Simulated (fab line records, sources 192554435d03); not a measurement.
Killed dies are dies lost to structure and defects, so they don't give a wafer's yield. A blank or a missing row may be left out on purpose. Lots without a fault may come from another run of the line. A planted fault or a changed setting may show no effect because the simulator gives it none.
Chamber matching | flow n5_finfet | N5_BEOL_M0_SAQP_STRIP_75 on rie_diel-05: 4 sister chambers
The step strips in CF4. 4 wafers are shown with their chamber, then 7 later ones without.

WAFERS WITH THEIR CHAMBER
wafer  | chamber | showerhead_plenum_p_Torr (Torr)
L348.2 | 3       | 1.71
L356.2 | 0       | 1.76
L362.1 | 1       | 1.85
L362.4 | 2       | 1.78

WAFERS WITHOUT THEIR CHAMBER
wafer  | showerhead_plenum_p_Torr (Torr)
L362.5 | 1.78
L364.2 | 1.78
L364.3 | 1.91
L364.5 | 1.76
L365.2 | 1.91
L365.4 | 1.85
L365.6 | 1.76

WHICH CHAMBER EACH WENT THROUGH
wafer  | from the rows above          | in truth
L362.5 | can't be placed: 2 or 0      | 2
L364.2 | can't be placed: 2 or 0      | 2
L364.3 | 1                            | 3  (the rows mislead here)
L364.5 | can't be placed: 0 or 2 or 3 | 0
L365.2 | 1                            | 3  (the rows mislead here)
L365.4 | 1                            | 1
L365.6 | can't be placed: 0 or 2 or 3 | 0
Placed correctly: 1 of 7. Can't be placed from these rows: 4 (the true chamber is among the candidates in 4). Placed wrongly: 2.
How it was worked out, from the rows above alone: a wafer's distance from a chamber is the root of the sum, over the readings, of the square of ((its reading less the chamber's mean) divided by the reading's scatter). The wafer belongs to the nearest chamber; if the next one is less than 2 further off, it can't be placed. A chamber's mean is the mean of its shown wafers. The scatter: with one shown wafer a chamber, the root of the mean of the squares of how far each hidden wafer lies from its nearest shown one.
